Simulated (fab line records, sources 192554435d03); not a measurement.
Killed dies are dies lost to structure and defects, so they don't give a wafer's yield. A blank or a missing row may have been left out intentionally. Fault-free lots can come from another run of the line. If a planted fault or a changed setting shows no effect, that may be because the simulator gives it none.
Chamber matching | flow n5-finfet | N5_BEOL_M8_CURE_75 on uv-cure-01 has 3 sister chambers
The step cures SiCOH lowk, time 120 s. 20 wafers are shown with their chamber, then 10 later ones without.

WAFERS PAIRED WITH THEIR CHAMBERS
wafer  | chamber | wafer_temp_C_max | lamp-power-pct (%)
L074.1 | 0       | 372.3            | 52.37
L074.2 | 0       | 372.3            | 52.38
L074.6 | 0       | 372.1            | 52.31
L077.2 | 2       | 372.1            | 52.27
L077.3 | 2       | 372.1            | 52.39
L077.5 | 2       | 372.3            | 52.30
L078.3 | 0       | 371.6            | 52.19
L078.4 | 0       | 371.5            | 52.24
L078.6 | 0       | 371.8            | 52.38
L081.4 | 2       | 372.2            | 52.28
L081.5 | 2       | 372.0            | 52.27
L081.6 | 2       | 372.5            | 52.24
L083.1 | 0       | 371.7            | 52.19
L083.4 | 0       | 372.7            | 52.31
L083.5 | 0       | 372.2            | 52.27
L085.1 | 1       | 371.7            | 52.36
L085.2 | 1       | 371.2            | 52.42
L085.6 | 1       | 370.8            | 52.27
L086.2 | 0       | 371.7            | 52.35
L086.3 | 0       | 371.3            | 52.32

SIGNATURES (averages over the wafers above)
reading          | chamber 0 | chamber 1 | chamber 2 | scatter within a chamber
wafer_temp_C_max | 371.927   | 371.233   | 372.200   | 0.372
lamp-power-pct   | 52.3009   | 52.3500   | 52.2917   | 0.0661
Rule: for a wafer and a chamber, the distance is found by dividing, reading by reading, the gap between the wafer's reading and the chamber's mean by the reading's scatter, squaring, summing and taking the root. If the next closest chamber is less than 2 further off than the closest, the wafer can't be placed; otherwise it belongs to the closest. How the scatter is found: for the shown wafers, subtract from each reading the mean of its chamber, square and add these, divide the total by (wafers less chambers), then take the root.

WAFERS MISSING THEIR CHAMBER
wafer  | wafer_temp_C_max | lamp-power-pct (%)
L086.4 | 371.4            | 52.32
L091.2 | 372.3            | 52.35
L091.4 | 372.4            | 52.37
L091.5 | 372.5            | 52.29
L092.1 | 371.8            | 52.35
L092.2 | 372.3            | 52.28
L092.3 | 372.0            | 52.21
L093.1 | 371.3            | 52.26
L093.2 | 371.4            | 52.40
L093.4 | 371.2            | 52.33

WHICH CHAMBER EACH WENT THROUGH
wafer  | from the rows above          | in truth
L086.4 | can't be placed: 1 or 0 or 2 | 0
L091.2 | can't be placed: 2 or 0 or 1 | 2
L091.4 | can't be placed: 2 or 0 or 1 | 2
L091.5 | can't be placed: 2 or 0      | 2
L092.1 | can't be placed: 0 or 2 or 1 | 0
L092.2 | can't be placed: 2 or 0      | 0
L092.3 | can't be placed: 2 or 0 or 1 | 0
L093.1 | can't be placed: 1 or 0 or 2 | 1
L093.2 | can't be placed: 1 or 0 or 2 | 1
L093.4 | can't be placed: 1 or 0      | 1
Placed correctly: 0 of 10. Can't be placed from these rows: 10 (the true chamber is among the candidates in 10). Number placed wrongly: 0.
